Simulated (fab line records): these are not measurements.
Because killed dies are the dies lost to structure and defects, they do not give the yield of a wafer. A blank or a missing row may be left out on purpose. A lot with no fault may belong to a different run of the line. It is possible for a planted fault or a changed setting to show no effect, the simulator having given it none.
Chamber matching	flow nand-harc	NHARC_A_CONTACT_DEP_24 on pecvd-01 has 3 sister chambers
The step deposits SiO2, target thk 500 nm. 20 wafers are shown with their chamber, then 10 later ones without.

== WAFERS PAIRED WITH THEIR CHAMBERS ==
wafer	chamber	heater-power-w (W)	throttle-valve-pct (%)	rf-fwd-power-W (W)
L079.1	0	554	15.5	904
L079.2	2	474	15.9	903
L079.5	0	422	15.6	903
L081.1	1	643	16.5	902
L081.3	2	474	15.8	902
L081.6	0	567	15.5	899
L084.3	2	449	15.8	900
L084.5	2	461	15.6	903
L084.6	0	496	15.6	902
L083.1	2	463	15.8	904
L083.2	1	597	16.2	894
L083.5	2	465	15.6	901
L086.2	2	501	15.7	901
L086.3	0	502	15.8	897
L086.6	0	526	15.8	895
L087.1	1	637	16.2	896
L087.5	2	431	15.7	898
L087.6	1	648	16.6	891
L088.4	0	556	15.6	896
L088.5	2	470	15.9	902

SIGNATURES, as means of the wafers listed above
reading	chamber 0	chamber 1	chamber 2	scatter within a chamber
heater-power-w	517.57	631.25	465.33	34
throttle-valve-pct	15.629	16.375	15.756	0.138
rf-fwd-power-W	899.43	895.75	901.56	3.15
Rule: for each reading, subtract the chamber's mean from the wafer's reading, divide by that reading's scatter and square the result; add these up over the readings and take the root, which gives the wafer's distance from the chamber. If the next closest chamber is less than 2 further off than the closest, the wafer can't be placed; otherwise it belongs to the closest. The scatter: the root of (the sum of the squares of (reading less its chamber's mean) over the shown wafers, divided by (wafers less chambers)).

== WAFERS WITH NO CHAMBER GIVEN ==
wafer	heater-power-w (W)	throttle-valve-pct (%)	rf-fwd-power-W (W)
L088.6	583	16.5	904
L091.2	516	15.6	905
L091.3	543	16.5	901
L091.6	422	16.0	906
L092.1	610	16.6	900
L092.5	514	15.5	899
L092.6	480	15.8	897
L097.2	421	15.9	902
L097.4	461	15.4	894
L097.5	486	15.7	899

== EACH ONE'S CHAMBER ==
wafer	from the rows above	in truth
L088.6	1	1
L091.2	can't be placed: 0 or 2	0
L091.3	1	1
L091.6	can't be placed: 2 or 0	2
L092.1	1	1
L092.5	can't be placed: 0 or 2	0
L092.6	can't be placed: 2 or 0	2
L097.2	can't be placed: 2 or 0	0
L097.4	can't be placed: 0 or 2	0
L097.5	can't be placed: 0 or 2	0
Correct placement for 3 of the 10. Unplaceable from these rows: 7, with the true chamber sitting among the candidates in 7. Number placed wrongly: 0.
